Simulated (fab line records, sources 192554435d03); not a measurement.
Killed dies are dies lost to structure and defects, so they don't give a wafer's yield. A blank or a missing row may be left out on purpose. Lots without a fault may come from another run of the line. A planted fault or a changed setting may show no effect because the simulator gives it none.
fab line records | flow n5_finfet
record lots=24 wafers=72 last_day=19
route steps=1938 shown BEOL_M4@1039
lots that met no fault: from a run of the same line without faults
start_h: hours from the record's first day to the start of the lot's first wafer shown | wait_h: hours since the lot's step before | " the same as in the row above | L1.1+2: a row that stands for several wafers | - no value, or no start given | * or withheld: withheld | < > ~ a bound
route shown NAME@n: a module of which the file shows steps, and the number in the route of the first | usual: mean/standard deviation of fault-free wafers | same: alike in all rows | chamber/n: place in a boat | sites: the reading at each site | _std_site: their standard deviation | _edge_site: outer sites' mean less inner sites' | radius_mm: how far each site lies from the wafer's centre | mask NAME#n: copy n | behind: the tool/chamber that last shaped the wafer | hold: why the lot was held/for how many hours/how that ended | device: the transistor (n, p or np) that didn't switch | end of line: the same wafers' tests at the end of the route | a step without rows: its recipe alone | killed: dies lost to structure and defects at the first sort, not the wafer's yield | map: a wafer's dies, x killed, . not, _ none there
set.NAME: the setting as run; set.NAME@STEP: as run at that earlier step | model.NAME: the simulator's own value behind a step, which no gauge read
steps of the route over a sample of lots; a table a step, a row a wafer
services: from which hour (start_h, from the record's first day; less than 0 if before it) a tool's chamber was out of use, for how many hours, and why
## steps
# step N5_BEOL_M4_ETCH_63
# recipe chemistry=CF4 target=SiARC target_depth_a=156 mask_material=CAR-EUV time_s=26 ion_energy_ev=80 pressure_mtorr=40 source_w=545 bias_w=36 Ar_flow_sccm=100 cf4_flow_sccm=100 ends=cleared
# usual cf4_flow_sccm=100.00/0.29 drypump_motor_current_A=5.6/0.48 etch_rf_on_time_s=25.7/0.58 oes_product_au=0.68/0.068 rf_vpp_V=184.3/1.3 showerhead_plenum_p_Torr=2.16/0.073 throttle_valve_pct=15.61/0.23
# columns lot.wafer tool chamber start_h wait_h cf4_flow_sccm drypump_motor_current_A etch_rf_on_time_s oes_product_au rf_hours_counter_h rf_vpp_V showerhead_plenum_p_Torr throttle_valve_pct
L074.2 rie_diel-05 1 162.88 0.0 99.84 5.2 25.8 0.60 243 183.9 2.20 15.99
L074.3 " 2 " " 100.02 5.2 25.0 0.82 11 185.3 2.27 15.20
L074.6 " 2 " " 100.47 5.2 25.2 0.82 - 184.7 2.27 15.20
L076.2 rie_diel-05 2 173.14 0.0 100.26 5.2 25.4 0.81 14 186.2 2.27 15.22
L076.5 " 1 " " 99.86 5.1 26.1 0.59 - 184.2 2.20 16.00
L076.6 " 0 " " 99.94 6.4 27.0 0.62 - 182.7 2.05 15.57
L075.1 rie_diel-04 2 176.30 0.0 100.04 5.8 25.3 0.70 84 183.3 2.16 15.64
L075.2 " 1 " " 99.87 5.9 25.9 0.63 172 184.4 2.21 15.39
L075.5 " 1 " " 100.12 5.9 25.7 0.63 - 185.0 2.21 15.40
L077.1 rie_diel-04 2 181.88 0.0 99.91 5.8 25.3 0.69 87 183.3 2.16 15.62
L077.5 " 0 " " 100.23 4.8 26.2 0.70 - 185.8 2.17 15.36
L077.6 " 3 " " 100.29 5.8 25.1 0.68 - 183.2 2.06 15.83
L078.1 rie_diel-04 3 184.32 0.0 100.10 5.7 24.8 0.68 156 182.5 2.06 15.85
L078.3 " 1 " " 100.08 5.9 25.6 0.63 177 185.5 2.21 15.39
L078.6 " 0 " " 99.46 4.8 26.2 0.70 - 184.3 2.17 15.38
L079.3 rie_diel-05 3 190.19 0.0 100.30 5.5 26.1 0.58 - 184.0 2.19 16.00
L079.4 " 0 " " 100.22 6.4 26.9 0.63 - 182.6 2.05 15.59
L079.6 " 0 " " 99.87 6.4 26.9 0.63 - 183.9 2.05 15.58
L080.3 rie_diel-05 3 204.16 0.0 99.99 5.6 25.7 0.59 233 183.9 2.19 16.01
L080.4 " 0 " " 100.39 6.5 26.5 0.63 - 183.6 2.05 15.60
L080.5 " 3 " " 99.84 5.6 25.9 0.59 - 184.3 2.19 16.00
L081.2 rie_diel-04 3 204.33 0.0 100.02 5.8 25.0 0.67 162 182.2 2.06 15.83
L081.4 " 1 " " 99.25 5.9 25.9 0.62 182 184.5 2.21 15.41
L081.5 " 0 " " 100.14 4.7 26.4 0.69 - 185.7 2.16 15.39
L082.1 rie_diel-06 2 204.73 0.0 99.76 4.9 26.2 0.58 247 183.2 2.11 15.44
L082.2 " 3 " " 99.71 6.0 25.3 0.68 129 185.7 2.23 15.69
L082.5 " 2 " " 99.67 5.0 26.4 0.58 - 183.4 2.11 15.45
L083.3 rie_diel-06 0 215.54 0.0 100.03 5.8 25.5 0.77 40 186.1 2.28 15.68
L083.5 " 0 " " 100.16 5.8 25.3 0.78 - 185.7 2.28 15.68
L083.6 " 3 " " 100.09 6.0 25.5 0.66 - 185.0 2.23 15.69
L085.3 rie_diel-05 2 216.80 0.0 100.02 5.2 25.3 0.79 24 186.8 2.27 15.23
L085.4 " 0 " " 100.27 6.4 26.8 0.62 178 184.0 2.05 15.61
L085.5 " 1 " " 99.50 5.1 25.1 0.82 - 186.7 2.19 15.55
L084.2 rie_diel-06 0 219.93 0.0 99.81 5.8 25.0 0.76 43 185.5 2.28 15.67
L084.4 " 0 " " 100.02 5.8 25.2 0.77 - 186.1 2.28 15.67
L084.6 " 1 " " 100.13 5.8 26.6 0.65 - 182.0 2.07 15.71
L087.1 rie_diel-04 2 244.64 0.0 99.80 5.8 25.1 0.68 108 185.6 2.15 15.68
L087.2 " 0 " " 99.73 4.8 26.3 0.67 103 185.1 2.16 15.41
L087.3 " 3 " " 99.99 5.8 24.9 0.65 182 182.6 2.05 15.87
L086.3 rie_diel-06 2 253.23 0.0 99.73 4.9 25.2 0.85 8 184.0 2.11 14.99
L086.4 " 0 " " 100.50 5.8 25.0 0.76 57 186.0 2.28 15.72
L086.6 " 2 " " 99.84 5.0 25.4 0.84 - 183.2 2.11 14.97
L089.1 rie_diel-04 1 253.56 0.0 100.02 5.9 25.9 0.61 202 183.6 2.20 15.44
L089.2 " 2 " " 100.05 5.8 25.7 0.66 110 184.2 2.15 15.70
L089.3 " 3 " " 99.64 5.8 25.4 0.65 183 182.6 2.05 15.89
L088.1 rie_diel-04 1 259.30 0.0 100.18 5.9 26.0 0.61 204 184.0 2.20 15.46
L088.4 " 2 " " 99.72 5.8 25.5 0.67 111 182.8 2.15 15.69
L088.6 " 1 " " 100.05 5.9 26.0 0.61 - 184.6 2.20 15.46
L090.3 rie_diel-06 1 259.52 0.0 100.08 5.8 26.7 0.63 169 183.1 2.06 15.74
L090.4 " 0 " " 100.51 5.8 25.2 0.75 59 186.6 2.27 15.70
L090.6 " 0 " " 100.17 5.8 25.1 0.74 - 185.2 2.27 15.71
L091.2 rie_diel-04 1 298.17 0.0 100.30 5.9 26.0 0.60 218 183.4 2.19 15.47
L091.4 " 0 " " 100.02 4.8 26.8 0.66 121 181.6 2.15 15.46
L091.6 " 1 " " 100.48 5.9 25.9 0.60 - 184.4 2.19 15.48
L093.1 rie_diel-04 1 301.34 0.0 100.26 5.9 25.8 0.60 219 186.0 2.19 15.48
L093.5 " 3 " " 100.38 5.8 25.0 0.64 - 183.0 2.05 15.93
L093.6 " 2 " " 99.83 5.8 25.5 0.66 - 183.6 2.15 15.71
L094.2 rie_diel-05 2 304.71 0.0 100.15 5.2 25.4 0.75 53 187.0 2.26 15.28
L094.3 " 1 " " 99.79 5.1 25.8 0.75 41 185.1 2.18 15.61
L094.6 " 3 " " 99.86 5.5 25.3 0.79 - 183.1 2.18 15.54
L095.2 rie_diel-04 2 307.70 0.0 99.79 5.8 25.0 0.67 130 184.1 2.15 15.72
L095.3 " 0 " " 100.37 4.7 25.7 0.67 124 184.8 2.15 15.46
L095.4 " 3 " " 100.04 5.8 24.9 0.64 203 184.6 2.05 15.93
L092.4 rie_diel-06 0 309.14 0.0 99.77 5.8 25.3 0.73 75 186.0 2.27 15.74
L092.5 " 0 " " 100.28 5.8 25.0 0.74 - 185.9 2.27 15.74
L092.6 " 3 " " 100.25 6.0 25.8 0.64 - 183.8 2.22 15.79
L096.1 rie_diel-05 0 312.83 0.0 99.82 6.4 26.6 0.60 215 182.3 2.03 15.66
L096.3 " 3 " " 100.06 5.5 24.8 0.79 16 185.2 2.18 15.54
L096.5 " 1 " " 100.36 5.2 25.5 0.75 - 185.7 2.18 15.62
L097.1 rie_diel-04 0 315.91 0.0 99.32 4.8 26.2 0.66 126 183.9 2.15 15.45
L097.2 " 1 " " 99.88 5.9 25.5 0.61 224 185.1 2.19 15.48
L097.3 " 2 " " 99.97 5.8 25.1 0.66 132 184.7 2.15 15.73
# step N5_BEOL_M4_CD_MEAS_28
# recipe target_cd_nm=26.2 landing_energy_ev=500 detector=se_inlens target_cd_y_nm=24.1 polarity=opening
# usual cd_nm=26.29/0.22
# columns lot.wafer tool chamber start_h wait_h cd_nm
L074.2 cd_sem-02 0 163.71 - 26.30
L074.3 " 0 " " 26.35
L074.6 " 0 " " 26.28
L076.2 cd_sem-02 0 173.85 - 26.15
L076.5 " 0 " " 26.12
L076.6 " 0 " " 26.14
L075.1 cd_sem-03 0 177.00 - 25.77
L075.2 " 0 " " 26.51
L075.5 " 0 " " 26.52
L077.1 cd_sem-01 0 182.58 - 26.44
L077.5 " 0 " " 26.19
L077.6 " 0 " " 26.50
L078.1 cd_sem-01 0 185.15 - 26.21
L078.3 " 0 " " 26.56
L078.6 " 0 " " 25.86
L079.3 cd_sem-03 0 191.13 - 26.24
L079.4 " 0 " " 26.13
L079.6 " 0 " " 26.44
L080.3 cd_sem-01 0 204.86 - 26.13
L080.4 " 0 " " 26.39
L080.5 " 0 " " 26.38
L081.2 cd_sem-01 0 205.15 - 26.38
L081.4 " 0 " " 26.18
L081.5 " 0 " " 26.37
L082.1 cd_sem-01 0 205.43 - 26.11
L082.2 " 0 " " 26.19
L082.5 " 0 " " 26.62
L083.3 cd_sem-01 0 216.36 - 26.42
L083.5 " 0 " " 26.08
L083.6 " 0 " " 26.16
L085.3 cd_sem-01 0 217.76 - 26.37
L085.4 " 0 " " 26.08
L085.5 " 0 " " 26.02
L084.2 cd_sem-01 0 220.63 - 26.24
L084.4 " 0 " " 26.23
L084.6 " 0 " " 26.01
L087.1 cd_sem-02 0 245.34 - 26.28
L087.2 " 0 " " 26.34
L087.3 " 0 " " 26.01
L086.3 cd_sem-02 0 254.07 - 26.02
L086.4 " 0 " " 26.28
L086.6 " 0 " " 26.15
L089.1 cd_sem-02 0 254.40 - 26.51
L089.2 " 0 " " 26.36
L089.3 " 0 " " 26.21
L088.1 cd_sem-02 0 260.13 - 26.00
L088.4 " 0 " " 26.11
L088.6 " 0 " " 26.65
L090.3 cd_sem-01 0 260.35 - 26.62
L090.4 " 0 " " 26.60
L090.6 " 0 " " 26.42
L091.2 cd_sem-02 0 298.93 - 26.39
L091.4 " 0 " " 26.20
L091.6 " 0 " " 26.37
L093.1 cd_sem-03 0 302.17 - 25.92
L093.5 " 0 " " 26.11
L093.6 " 0 " " 26.34
L094.2 cd_sem-02 0 305.41 - 26.54
L094.3 " 0 " " 26.66
L094.6 " 0 " " 26.64
L095.2 cd_sem-01 0 308.52 - 26.43
L095.3 " 0 " " 26.43
L095.4 " 0 " " 26.29
L092.4 cd_sem-01 0 309.85 - 26.52
L092.5 " 0 " " 26.22
L092.6 " 0 " " 26.21
L096.1 cd_sem-02 0 313.85 - 26.10
L096.3 " 0 " " 26.84
L096.5 " 0 " " 25.95
L097.1 cd_sem-03 0 317.10 - 26.41
L097.2 " 0 " " 26.03
L097.3 " 0 " " 26.29
# step N5_BEOL_M4_STRIP_36
# recipe chemistry=N2/H2 power_w=450 temp_c=40 pressure_mtorr=20 rf_frequency_hz=6e+07 overash_fraction=0.3 bias_power_w=7 h2_frac=0.5 n2_flow_sccm=200 h2_flow_sccm=200
# usual drypump_motor_current_A=5.6/0.48 oes_product_au=0.79/0.079 rf_vpp_V=59.2/1.4 showerhead_plenum_p_Torr=2.55/0.096 throttle_valve_pct=23.54/0.3
# columns lot.wafer tool chamber start_h wait_h drypump_motor_current_A oes_product_au rf_hours_counter_h rf_vpp_V showerhead_plenum_p_Torr throttle_valve_pct
L074.2 rie_diel-04 2 171.51 0.0 5.8 0.81 82 60.1 2.58 24.01
L074.3 " 0 " " 4.8 0.84 72 60.3 2.56 23.54
L074.6 " 1 " " 5.9 0.73 - 58.2 2.63 23.45
L076.2 rie_diel-04 2 176.96 0.0 5.8 0.80 85 60.9 2.58 24.00
L076.5 " 3 " " 5.8 0.78 - 58.5 2.42 23.53
L076.6 " 2 " " 5.8 0.81 - 58.7 2.58 24.02
L075.1 rie_diel-06 0 180.72 0.0 5.8 0.94 27 56.7 2.71 23.81
L075.2 " 2 " " 5.0 0.67 239 59.7 2.50 23.30
L075.5 " 1 " " 5.8 0.77 - 61.2 2.44 23.62
L077.1 rie_diel-04 2 187.47 0.0 5.8 0.78 90 61.8 2.58 23.99
L077.5 " 1 " " 5.9 0.73 - 61.9 2.63 23.46
L077.6 " 2 " " 5.8 0.79 - 58.7 2.58 24.02
L078.1 rie_diel-06 0 197.10 0.0 5.8 0.92 33 58.3 2.71 23.84
L078.3 " 2 " " 5.0 0.68 245 58.4 2.50 23.32
L078.6 " 0 " " 5.8 0.92 - 57.9 2.71 23.84
L079.3 rie_diel-06 3 200.29 0.0 6.0 0.78 128 60.8 2.67 23.63
L079.4 " 0 " " 5.8 0.92 - 60.9 2.71 23.83
L079.6 " 3 " " 6.0 0.77 - 59.8 2.67 23.65
L080.3 rie_diel-04 2 205.56 0.0 5.8 0.79 95 58.1 2.58 24.01
L080.4 " 0 " " 4.7 0.81 84 60.7 2.55 23.60
L080.5 " 1 " " 5.9 0.73 - 59.1 2.62 23.46
L081.2 rie_diel-05 1 206.03 0.0 5.2 0.96 4 61.6 2.59 23.46
L081.4 " 2 " " 5.2 0.93 21 60.0 2.68 22.75
L081.5 " 0 " " 6.4 0.74 - 57.7 2.43 23.49
L082.1 rie_diel-04 1 206.15 0.0 5.9 0.73 183 57.1 2.62 23.47
L082.2 " 2 " " 5.8 0.80 95 60.6 2.58 24.05
L082.5 " 2 " " 5.8 0.78 - 58.2 2.58 24.02
L083.3 rie_diel-04 0 223.60 0.0 4.8 0.83 93 61.6 2.55 23.59
L083.5 " 0 " " 4.8 0.82 - 58.5 2.55 23.58
L083.6 " 3 " " 5.8 0.75 - 61.4 2.41 23.56
L085.3 rie_diel-04 1 224.43 0.0 5.9 0.71 191 60.0 2.62 23.47
L085.4 " 0 " " 4.8 0.81 - 58.8 2.55 23.59
L085.5 " 1 " " 5.9 0.72 - 62.6 2.62 23.46
L084.2 rie_diel-04 2 227.33 0.0 5.8 0.77 103 58.7 2.58 24.02
L084.4 " 3 " " 5.8 0.75 172 57.7 2.41 23.54
L084.6 " 0 " " 4.8 0.82 - 60.5 2.55 23.58
L087.1 rie_diel-05 0 250.53 0.0 6.4 0.73 194 57.7 2.42 23.51
L087.2 " 2 " " 5.2 0.91 34 58.7 2.68 22.79
L087.3 " 1 " " 5.2 0.94 23 58.3 2.58 23.46
L089.1 rie_diel-05 1 256.73 0.0 5.2 0.90 27 58.9 2.58 23.52
L089.2 " 0 " " 6.5 0.72 198 58.0 2.42 23.47
L089.3 " 2 " " 5.2 0.91 38 59.1 2.67 22.81
L086.3 rie_diel-06 0 257.22 0.0 5.8 0.87 59 57.9 2.70 23.85
L086.4 " 3 " " 6.0 0.76 152 57.8 2.65 23.65
L086.6 " 2 " " 5.0 0.97 - 59.9 2.49 23.10
L088.1 rie_diel-04 3 264.67 0.0 5.8 0.73 188 60.3 2.40 23.58
L088.4 " 1 " " 5.9 0.69 206 58.4 2.61 23.47
L088.6 " 0 " " 4.8 0.79 - 60.2 2.54 23.58
L090.3 rie_diel-06 1 265.47 0.0 5.8 0.72 172 58.6 2.43 23.66
L090.4 " 2 " " 5.0 0.97 13 58.1 2.49 23.13
L090.6 " 2 " " 4.9 0.96 - 59.2 2.49 23.06
L091.2 rie_diel-04 2 300.74 0.0 5.8 0.76 127 59.4 2.57 24.05
L091.4 " 0 " " 4.8 0.78 122 59.3 2.54 23.62
L091.6 " 2 " " 5.8 0.76 - 58.7 2.57 24.06
L093.1 rie_diel-05 2 303.56 0.0 5.2 0.88 53 58.9 2.67 22.79
L093.5 " 0 " " 6.4 0.72 - 57.8 2.41 23.51
L093.6 " 3 " " 5.5 0.91 - 59.8 2.58 23.25
L094.2 rie_diel-05 0 308.49 0.0 6.5 0.71 214 61.3 2.41 23.53
L094.3 " 3 " " 5.6 0.90 15 62.0 2.58 23.21
L094.6 " 3 " " 5.6 0.91 - 57.8 2.58 23.22
L092.4 rie_diel-04 0 312.07 0.0 4.8 0.78 125 56.6 2.53 23.65
L092.5 " 3 " " 5.8 0.73 - 57.9 2.40 23.61
L092.6 " 0 " " 4.8 0.78 - 58.3 2.53 23.60
L096.1 rie_diel-05 3 328.00 0.0 5.6 0.89 23 58.3 2.57 23.25
L096.3 " 0 " " 6.4 0.71 222 58.8 2.41 23.54
L096.5 " 2 " " 5.2 0.87 - 60.3 2.67 22.85
L095.2 rie_diel-06 3 328.04 0.0 6.0 0.74 174 58.5 2.64 23.72
L095.3 " 0 " " 5.8 0.84 81 59.5 2.68 23.86
L095.4 " 1 " " 5.8 0.73 192 57.9 2.42 23.65
L097.1 rie_diel-04 1 331.40 0.0 5.9 0.69 229 59.3 2.60 23.55
L097.2 " 3 " " 5.8 0.72 211 59.1 2.40 23.62
L097.3 " 0 " " 4.8 0.78 133 58.2 2.53 23.64
# step N5_BEOL_M4_SPUTTER_90
# recipe material=Cu target_thk_a=45 temp_c=-20 chamber_pressure_pa=0.07 power_w=withheld time_s=8.29
# usual throttle_valve_pct=30.2/1.2
# columns lot.wafer tool chamber start_h wait_h throttle_valve_pct
L074.2 pvd_sputter-01 - 174.18 0.1 31.3
L074.3 " - " " 31.0
L074.6 " - " " 31.0
L076.2 pvd_sputter-02 - 180.19 0.1 28.9
L076.5 " - " " 29.3
L076.6 " - " " 29.4
L075.1 pvd_sputter-01 - 183.18 0.1 31.1
L075.2 " - " " 30.0
L075.5 " - " " 31.2
L077.1 pvd_sputter-01 - 191.48 0.1 31.4
L077.5 " - " " 31.1
L077.6 " - " " 31.2
L078.1 pvd_sputter-03 - 200.11 0.1 31.1
L078.3 " - " " 32.6
L078.6 " - " " 31.2
L079.3 pvd_sputter-03 - 202.61 0.1 30.3
L079.4 " - " " 32.9
L079.6 " - " " 30.4
L080.3 pvd_sputter-02 - 207.98 0.1 28.8
L080.4 " - " " 28.7
L080.5 " - " " 29.4
L081.2 pvd_sputter-01 - 208.75 0.1 31.2
L081.4 " - " " 30.0
L081.5 " - " " 31.3
L082.1 pvd_sputter-02 - 209.82 0.1 28.9
L082.2 " - " " 28.6
L082.5 " - " " 29.5
L083.3 pvd_sputter-03 - 226.26 0.1 31.2
L083.5 " - " " 31.3
L083.6 " - " " 30.2
L085.3 pvd_sputter-02 - 227.26 0.1 29.4
L085.4 " - " " 29.2
L085.5 " - " " 28.7
L084.2 pvd_sputter-03 - 229.60 0.1 30.6
L084.4 " - " " 29.3
L084.6 " - " " 32.6
L087.1 pvd_sputter-02 - 252.67 0.1 29.3
L087.2 " - " " 29.1
L087.3 " - " " 29.2
L089.1 pvd_sputter-02 - 259.32 0.1 29.4
L089.2 " - " " 28.8
L089.3 " - " " 28.4
L086.3 pvd_sputter-03 - 260.03 0.1 29.3
L086.4 " - " " 31.1
L086.6 " - " " 30.3
L088.1 pvd_sputter-02 - 267.04 0.1 29.4
L088.4 " - " " 28.6
L088.6 " - " " 29.4
L090.3 pvd_sputter-02 - 269.18 0.1 28.9
L090.4 " - " " 29.2
L090.6 " - " " 28.8
L091.2 pvd_sputter-03 - 303.50 0.1 29.3
L091.4 " - " " 31.2
L091.6 " - " " 32.7
L093.1 pvd_sputter-01 - 306.21 0.1 30.9
L093.5 " - " " 31.5
L093.6 " - " " 31.2
L094.2 pvd_sputter-02 - 311.20 0.1 29.1
L094.3 " - " " 28.6
L094.6 " - " " 29.6
L092.4 pvd_sputter-03 - 314.54 0.1 30.1
L092.5 " - " " 32.8
L092.6 " - " " 29.6
L096.1 pvd_sputter-02 - 330.56 0.1 29.0
L096.3 " - " " 28.4
L096.5 " - " " 29.4
L095.2 pvd_sputter-03 - 330.86 0.1 31.2
L095.3 " - " " 32.5
L095.4 " - " " 29.5
L097.1 pvd_sputter-01 - 333.84 0.1 31.4
L097.2 " - " " 30.1
L097.3 " - " " 31.1
# step N5_BEOL_M4_ANNEAL_91
# recipe temp_c=400 time_s=240 ambient=vacuum
# usual heater_power_w=827/76
# columns lot.wafer tool chamber start_h wait_h heater_power_w
L074.2 pvd_sputter-01 - 174.26 0.0 900
L074.3 " - " " 697
L074.6 " - " " 937
L076.2 pvd_sputter-02 - 180.27 0.0 795
L076.5 " - " " 802
L076.6 " - " " 930
L075.1 pvd_sputter-01 - 183.26 0.0 868
L075.2 " - " " 845
L075.5 " - " " 876
L077.1 pvd_sputter-01 - 191.56 0.0 718
L077.5 " - " " 698
L077.6 " - " " 960
L078.1 pvd_sputter-03 - 200.19 0.0 731
L078.3 " - " " 958
L078.6 " - " " 745
L079.3 pvd_sputter-03 - 202.70 0.0 837
L079.4 " - " " 946
L079.6 " - " " 822
L080.3 pvd_sputter-02 - 208.06 0.0 809
L080.4 " - " " 808
L080.5 " - " " 947
L081.2 pvd_sputter-01 - 208.83 0.0 879
L081.4 " - " " 852
L081.5 " - " " 883
L082.1 pvd_sputter-02 - 209.90 0.0 813
L082.2 " - " " 813
L082.5 " - " " 909
L083.3 pvd_sputter-03 - 226.34 0.0 745
L083.5 " - " " 734
L083.6 " - " " 822
L085.3 pvd_sputter-02 - 227.34 0.0 786
L085.4 " - " " 824
L085.5 " - " " 817
L084.2 pvd_sputter-03 - 229.68 0.0 826
L084.4 " - " " 742
L084.6 " - " " 928
L087.1 pvd_sputter-02 - 252.75 0.0 799
L087.2 " - " " 822
L087.3 " - " " 878
L089.1 pvd_sputter-02 - 259.40 0.0 781
L089.2 " - " " 812
L089.3 " - " " 784
L086.3 pvd_sputter-03 - 260.11 0.0 693
L086.4 " - " " 735
L086.6 " - " " 832
L088.1 pvd_sputter-02 - 267.12 0.0 810
L088.4 " - " " 818
L088.6 " - " " 886
L090.3 pvd_sputter-02 - 269.26 0.0 808
L090.4 " - " " 811
L090.6 " - " " 813
L091.2 pvd_sputter-03 - 303.58 0.0 733
L091.4 " - " " 766
L091.6 " - " " 975
L093.1 pvd_sputter-01 - 306.29 0.0 912
L093.5 " - " " 716
L093.6 " - " " 866
L094.2 pvd_sputter-02 - 311.28 0.0 821
L094.3 " - " " 845
L094.6 " - " " 913
L092.4 pvd_sputter-03 - 314.62 0.0 830
L092.5 " - " " 971
L092.6 " - " " 743
L096.1 pvd_sputter-02 - 330.64 0.0 820
L096.3 " - " " 816
L096.5 " - " " 808
L095.2 pvd_sputter-03 - 330.94 0.0 745
L095.3 " - " " 981
L095.4 " - " " 733
L097.1 pvd_sputter-01 - 333.92 0.0 700
L097.2 " - " " 837
L097.3 " - " " 960
# step N5_BEOL_M4_ANNEAL_93
# recipe temp_c=400 time_s=240 ambient=vacuum
# usual heater_power_w=825/74
# columns lot.wafer tool chamber start_h wait_h heater_power_w
L074.2 pvd_sputter-01 - 174.48 0.0 874
L074.3 " - " " 693
L074.6 " - " " 913
L076.2 pvd_sputter-02 - 180.49 0.0 839
L076.5 " - " " 787
L076.6 " - " " 904
L075.1 pvd_sputter-01 - 183.48 0.0 879
L075.2 " - " " 845
L075.5 " - " " 875
L077.1 pvd_sputter-01 - 191.78 0.0 725
L077.5 " - " " 703
L077.6 " - " " 953
L078.1 pvd_sputter-03 - 200.41 0.0 759
L078.3 " - " " 941
L078.6 " - " " 760
L079.3 pvd_sputter-03 - 202.94 0.0 840
L079.4 " - " " 942
L079.6 " - " " 823
L080.3 pvd_sputter-02 - 208.28 0.0 821
L080.4 " - " " 823
L080.5 " - " " 924
L081.2 pvd_sputter-01 - 209.05 0.0 871
L081.4 " - " " 854
L081.5 " - " " 867
L082.1 pvd_sputter-02 - 210.12 0.0 819
L082.2 " - " " 811
L082.5 " - " " 908
L083.3 pvd_sputter-03 - 226.56 0.0 729
L083.5 " - " " 743
L083.6 " - " " 830
L085.3 pvd_sputter-02 - 227.56 0.0 802
L085.4 " - " " 825
L085.5 " - " " 805
L084.2 pvd_sputter-03 - 229.90 0.0 840
L084.4 " - " " 736
L084.6 " - " " 943
L087.1 pvd_sputter-02 - 252.97 0.0 799
L087.2 " - " " 813
L087.3 " - " " 915
L089.1 pvd_sputter-02 - 259.62 0.0 801
L089.2 " - " " 814
L089.3 " - " " 811
L086.3 pvd_sputter-03 - 260.33 0.0 738
L086.4 " - " " 741
L086.6 " - " " 842
L088.1 pvd_sputter-02 - 267.34 0.0 773
L088.4 " - " " 845
L088.6 " - " " 909
L090.3 pvd_sputter-02 - 269.48 0.0 799
L090.4 " - " " 788
L090.6 " - " " 798
L091.2 pvd_sputter-03 - 303.80 0.0 731
L091.4 " - " " 747
L091.6 " - " " 976
L093.1 pvd_sputter-01 - 306.51 0.0 915
L093.5 " - " " 686
L093.6 " - " " 868
L094.2 pvd_sputter-02 - 311.50 0.0 816
L094.3 " - " " 806
L094.6 " - " " 898
L092.4 pvd_sputter-03 - 314.84 0.0 824
L092.5 " - " " 961
L092.6 " - " " 748
L096.1 pvd_sputter-02 - 330.86 0.0 826
L096.3 " - " " 821
L096.5 " - " " 780
L095.2 pvd_sputter-03 - 331.16 0.0 755
L095.3 " - " " 926
L095.4 " - " " 741
L097.1 pvd_sputter-01 - 334.14 0.0 714
L097.2 " - " " 852
L097.3 " - " " 920
## services
# columns tool chamber start_h hours kind
rie_diel-05 0 147.50 7.9 repair
rie_diel-04 2 158.73 9.8 repair
rie_diel-05 1 182.10 - clean
rie_diel-05 1 182.10 - consumable_replace:focus_ring
rie_diel-05 1 182.10 14.4 scheduled_down
rie_diel-05 1 182.10 14.4 vent_cycle
rie_diel-05 2 186.93 18.4 repair
pvd_sputter-02 - 189.66 6.6 repair
rie_diel-06 1 194.90 14.0 repair
rie_diel-06 2 211.29 - clean
rie_diel-06 2 211.29 - consumable_replace:focus_ring
rie_diel-06 2 211.29 18.5 scheduled_down
rie_diel-06 2 211.29 18.5 vent_cycle
rie_diel-04 2 221.50 5.6 repair
rie_diel-04 2 227.60 7.5 repair
rie_diel-05 3 240.19 - clean
rie_diel-05 3 240.19 - consumable_replace:focus_ring
rie_diel-05 3 240.19 20.8 scheduled_down
rie_diel-05 3 240.19 20.8 vent_cycle
rie_diel-04 - 246.59 4.3 pm
rie_diel-04 3 270.27 1.4 repair
rie_diel-05 1 276.52 6.8 repair
pvd_sputter-03 - 294.50 0.8 repair
rie_diel-05 2 314.84 9.9 repair
## key
fault none
